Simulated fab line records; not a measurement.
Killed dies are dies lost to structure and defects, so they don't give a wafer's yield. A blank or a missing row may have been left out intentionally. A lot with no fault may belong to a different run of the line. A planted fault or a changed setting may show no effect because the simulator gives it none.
Matching of chambers :: flow n5_finfet :: N5_BEOL_M12_CMP_49 on cmp-04 has 4 sister chambers
The step polishes, stops on SiOC, t overpolish 20.6 s, target thk 320 nm. 7 wafers are shown with their chamber, then 7 later ones without.

## WAFERS WITH THEIR CHAMBER
wafer: L084.2
chamber: 2
barrier_field_endpoint_s (s): 30.0
motor_current_A (A): 6.2

wafer: L084.3
chamber: 1
barrier_field_endpoint_s (s): 31.4
motor_current_A (A): 5.9

wafer: L087.1
chamber: 3
barrier_field_endpoint_s (s): 30.0
motor_current_A (A): 5.6

wafer: L087.2
chamber: 0
barrier_field_endpoint_s (s): 29.8
motor_current_A (A): 5.8

wafer: L087.5
chamber: 0
barrier_field_endpoint_s (s): 30.0
motor_current_A (A): 5.4

wafer: L093.1
chamber: 1
barrier_field_endpoint_s (s): 30.7
motor_current_A (A): 5.9

wafer: L093.3
chamber: 2
barrier_field_endpoint_s (s): 29.6
motor_current_A (A): 6.2

## WAFERS MISSING THEIR CHAMBER
wafer: L093.4
barrier_field_endpoint_s (s): 30.3
motor_current_A (A): 5.3

wafer: L095.1
barrier_field_endpoint_s (s): 31.5
motor_current_A (A): 5.4

wafer: L095.2
barrier_field_endpoint_s (s): 29.9
motor_current_A (A): 6.1

wafer: L095.3
barrier_field_endpoint_s (s): 31.3
motor_current_A (A): 6.2

wafer: L097.2
barrier_field_endpoint_s (s): 29.2
motor_current_A (A): 6.2

wafer: L097.4
barrier_field_endpoint_s (s): 30.3
motor_current_A (A): 5.7

wafer: L097.5
barrier_field_endpoint_s (s): 29.7
motor_current_A (A): 5.5

## CHAMBER TAKEN BY EACH
wafer: L093.4
from the rows above: can't be placed: 3 or 0
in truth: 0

wafer: L095.1
from the rows above: can't be placed: 1 or 3 or 0
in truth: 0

wafer: L095.2
from the rows above: 2
in truth: 2

wafer: L095.3
from the rows above: 1
in truth: 1

wafer: L097.2
from the rows above: 2
in truth: 2

wafer: L097.4
from the rows above: can't be placed: 3 or 0 or 1
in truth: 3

wafer: L097.5
from the rows above: can't be placed: 0 or 3
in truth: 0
Correctly placed: 3 of 7. Cannot be placed on the basis of these rows: 4; the candidates contain the true chamber in 4. Number placed wrongly: 0.
How it was worked out, from the rows above alone: a wafer's distance from a chamber is the root of the sum, over the readings, of the square of ((its reading less the chamber's mean) divided by the reading's scatter). If the next closest chamber is less than 2 further off than the closest, the wafer can't be placed; otherwise it belongs to the closest. A chamber's mean is the mean of its shown wafers. The scatter: the root of (the sum of the squares of (reading less its chamber's mean) over the shown wafers, divided by (wafers less chambers)).
